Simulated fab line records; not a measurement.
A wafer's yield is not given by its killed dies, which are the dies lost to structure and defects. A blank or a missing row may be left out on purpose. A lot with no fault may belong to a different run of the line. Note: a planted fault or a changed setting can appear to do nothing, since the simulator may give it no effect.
A lot that was struck, set against a sound lot :: flow n5-finfet :: 35 out of 1938 route steps
Sound: these wafers, L328.1, L328.4, L328.5. Struck: wafer L316.6 (L316.1, L316.3, from the same lot, were not struck and are left out); the cause is given at the end.
Each step with rows lists, per side, the tool, then ch with its chambers, then its first start. Under that, the readings that differ: sound wafers :: struck wafers :: difference of the means :: sigmas: that difference in standard deviations of wafers without a fault.
alike: readings with means less than 2 such deviations apart, plus words and numbers identical on both sides. not compared: withheld readings, readings lacking a value on some wafer, bounds such as >300 that could conceal the same value, and numbers that have no deviation in the record and whose values overlap.
Wherever a step has rows on one side only, a row that says differs or no value, or a row with sigmas, the two part there. Numbers that have no deviation but don't overlap get no sigmas and don't part them. Lack of a reading on every wafer of one side parts them only where that side has two or more wafers.

first, 9 steps without rows for these wafers: N5_STI_FIN_REVEAL_STRIP_35 (strips Si3N4 in H3PO4, target depth 4 nm, time 39 s); N5_STI_FIN_REVEAL_SRD_21 (time 30 s); N5_STI_FIN_REVEAL_OXIDATION_33 (chemistry O2 PLASMA REMOTE, time 20 s); N5_STI_FIN_REVEAL_CLEAN_19 (cleans in O3/DIW, time 120 s); N5_STI_FIN_REVEAL_SRD_23 (time 30 s); N5_STI_FIN_REVEAL_PRECLEAN_18 (cleans in SC2, time 45 s); N5_STI_FIN_REVEAL_SRD_28 (time 30 s); N5_DUMMY_GATE_PRECLEAN_00 (cleans in O3/DIW, time 60 s); N5_DUMMY_GATE_SRD_01 (time 30 s).
N5_DUMMY_GATE_ALD_02: deposits SiO2, target thk 2 nm, pulse time 1 s.
  sound on ald-sin-04 ch 2,3, day 8 09:29; struck on ald-sin-04 ch 0, day 5 08:16
  alike: heater-power-w, precursor-pulse-height-rel
then, 24 steps without rows for these wafers: N5_DUMMY_GATE_CVD_03 (deposits a-Si from SiH4, target thk 150 nm, time 8042 s); N5_DUMMY_GATE_PRECLEAN_46 (cleans in DIW, time 89.5 s); N5_DUMMY_GATE_SRD_47 (dry time 32 s); N5_DUMMY_GATE_CMP_04 (polishes a-Si); N5_DUMMY_GATE_HM_DEP_06 (deposits SiNx from DCS/NH3, target thk 80 nm, time 5141 s); N5_DUMMY_GATE_PECVD_30 (deposits SiO2 from TEOS/O2, target thk 55 nm, time 10.8 s); N5_DUMMY_GATE_COAT_34 (time 60 s, resist thk 60 nm); N5_DUMMY_GATE_COAT_35 (time 60 s, resist thk 10 nm); N5_DUMMY_GATE_COAT_28 (time 60 s, resist thk 10 nm); N5_DUMMY_GATE_COAT_09 (resist thk 30 nm); N5_DUMMY_GATE_EBR_11; N5_DUMMY_GATE_SOFTBAKE_10 (time 60 s); N5_DUMMY_GATE_EXPOSE_12 (exposes mask GATE, target cd 25 nm); N5_DUMMY_GATE_PEB_13 (peb time 60 s); N5_DUMMY_GATE_DEVELOP_14 (develop time 30 s); N5_DUMMY_GATE_DESCUM_20 (chemistry O2, time 6.2 s); N5_DUMMY_GATE_ETCH_29 (etches underlayer in N2/H2, target depth 13 nm); N5_DUMMY_GATE_ETCH_36 (etches SiARC in CF4, target depth 13 nm); N5_DUMMY_GATE_ETCH_37 (etches SOC in N2/H2, target depth 60 nm, overetch 30 nm); N5_DUMMY_GATE_STRIP_38 (strips in N2/H2); N5_DUMMY_GATE_STRIP_39 (strips in N2/H2); N5_DUMMY_GATE_TRIM_49 (chemistry O2, time 29 s, target cd 14 nm); N5_DUMMY_GATE_STRIP_40 (strips in CF4); N5_DUMMY_GATE_ETCH_31 (etches SiO2 in C4F6/O2, target depth 82.5 nm, time 27.5 s).
-- a jump in the record: the struck wafers' starts before and after are 10 days apart (it breaks off in module DUMMY_GATE and resumes in module PASSIVATION, where the first step shown is number 1936 of the route) --
N5_PASSIVATION_PROBE_49:
  sound on prober-02, day 18 00:58; struck on prober-01, day 15 06:55
reading: killed-at-front-end
sound: 38 29 28
struck: 142
difference: +110
sigmas: +10

reading: killed-dies
sound: 105 93 101
struck: 211
difference: +111
sigmas: +7

reading: killed-on-rim
sound: 13 14 12
struck: 32
difference: +19
sigmas: +5
  alike: killed_at_M0_to_M3, killed_at_M4_up, killed-at-contacts, killed-at-other, killed-open, killed-short

## WHERE THEY PART
Only at N5_PASSIVATION_PROBE_49, within this record.

WHY: the cause the simulator had injected
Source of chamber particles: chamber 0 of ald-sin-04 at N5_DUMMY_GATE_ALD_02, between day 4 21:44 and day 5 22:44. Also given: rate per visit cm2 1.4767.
